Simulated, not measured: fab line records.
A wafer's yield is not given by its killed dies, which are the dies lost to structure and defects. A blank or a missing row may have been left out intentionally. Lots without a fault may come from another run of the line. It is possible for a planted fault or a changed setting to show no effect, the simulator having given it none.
What tool caused it? -- flow n5_finfet -- at 1 step of a route of 1938, 12 lots with 36 wafers sampled

== WHAT THE GAUGES SHOWED, per wafer ==
N5_BEOL_M6_OCD_MEAS_38.
lot,measured,on,trench_depth_nm (nm)
L075,day 9 18:46,ocd-02,91.5 91.5 92.4
L078,day 9 18:59,ocd-02,94.9 94.1 91.2
L081,day 10 09:38,ocd-01,92.0 92.7 93.4
L079,day 10 18:11,ocd-01,96.1 95.6 96.5
L082,day 10 22:04,ocd-01,89.9 92.1 89.6
L085,day 11 18:52,ocd-02,89.8 93.8 92.3
L088,day 12 07:25,ocd-01,91.3 97.9 89.9
L089,day 12 21:32,ocd-01,95.2 95.0 92.0
L090,day 13 06:41,ocd-02,92.3 94.7 93.6
L094,day 13 11:56,ocd-02,91.9 92.4 96.7
L095,day 14 19:19,ocd-02,95.3 91.0 95.5
L096,day 15 22:04,ocd-01,97.5 95.8 97.2

== TOOL THAT RAN EACH LOT (tool first, then ch and the chambers of the sampled wafers, then the start) ==
There is no process step in the record ahead of these readings.

== THE ANSWER, worked out from the rows above alone ==
Rule: the lots themselves supply what counts as usual. The widest of any qualifying gaps counts: lots, ordered by their means at a reading, are off when they make up no more than a third of the lots, leave a main group of 4 or more, and stand apart from it by 3 or more times the standard deviation of that group's means. A main group is skipped when, at the precision printed for the reading in the tables above, its means are all equal. Also off: a lot with no number at a reading for which 4 or more lots have one. Where the step has rows for the other lots, those lots are counted as sound.
No lot is off on any of the readings shown, so nothing can be concluded from this.

== WHAT THE SIMULATOR HAD INSERTED ==
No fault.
